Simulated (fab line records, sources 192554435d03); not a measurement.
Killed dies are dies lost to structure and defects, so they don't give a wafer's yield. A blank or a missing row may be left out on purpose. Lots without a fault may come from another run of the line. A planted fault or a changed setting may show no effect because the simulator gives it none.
Chamber matching | flow n5_finfet | N5_BEOL_M3_PECVD_72 on pecvd-01: 3 sister chambers
The step deposits SiO2 from TEOS/O2, target thk 16 nm, time 18 s. 3 wafers are shown with their chamber, then 9 later ones without.

WAFERS WITH THEIR CHAMBER
wafer  | chamber | showerhead_plenum_p_Torr (Torr)
L085.4 | 0       | 8.81
L086.2 | 2       | 8.75
L086.6 | 1       | 8.85

WAFERS WITHOUT THEIR CHAMBER
wafer  | showerhead_plenum_p_Torr (Torr)
L093.2 | 8.83
L093.3 | 8.76
L093.5 | 8.77
L095.1 | 8.84
L095.2 | 8.74
L095.5 | 8.84
L097.3 | 8.84
L097.5 | 8.84
L097.6 | 8.75

WHICH CHAMBER EACH WENT THROUGH
wafer  | from the rows above     | in truth
L093.2 | can't be placed: 0 or 1 | 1
L093.3 | 2                       | 2
L093.5 | can't be placed: 2 or 0 | 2
L095.1 | can't be placed: 1 or 0 | 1
L095.2 | 2                       | 2
L095.5 | can't be placed: 1 or 0 | 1
L097.3 | can't be placed: 1 or 0 | 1
L097.5 | can't be placed: 1 or 0 | 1
L097.6 | 2                       | 2
Placed correctly: 3 of 9. Can't be placed from these rows: 6 (the true chamber is among the candidates in 6). Placed wrongly: 0.
How it was worked out, from the rows above alone: a wafer's distance from a chamber is the root of the sum, over the readings, of the square of ((its reading less the chamber's mean) divided by the reading's scatter). The wafer belongs to the nearest chamber; if the next one is less than 2 further off, it can't be placed. A chamber's mean is the mean of its shown wafers. The scatter: with one shown wafer a chamber, the root of the mean of the squares of how far each hidden wafer lies from its nearest shown one.
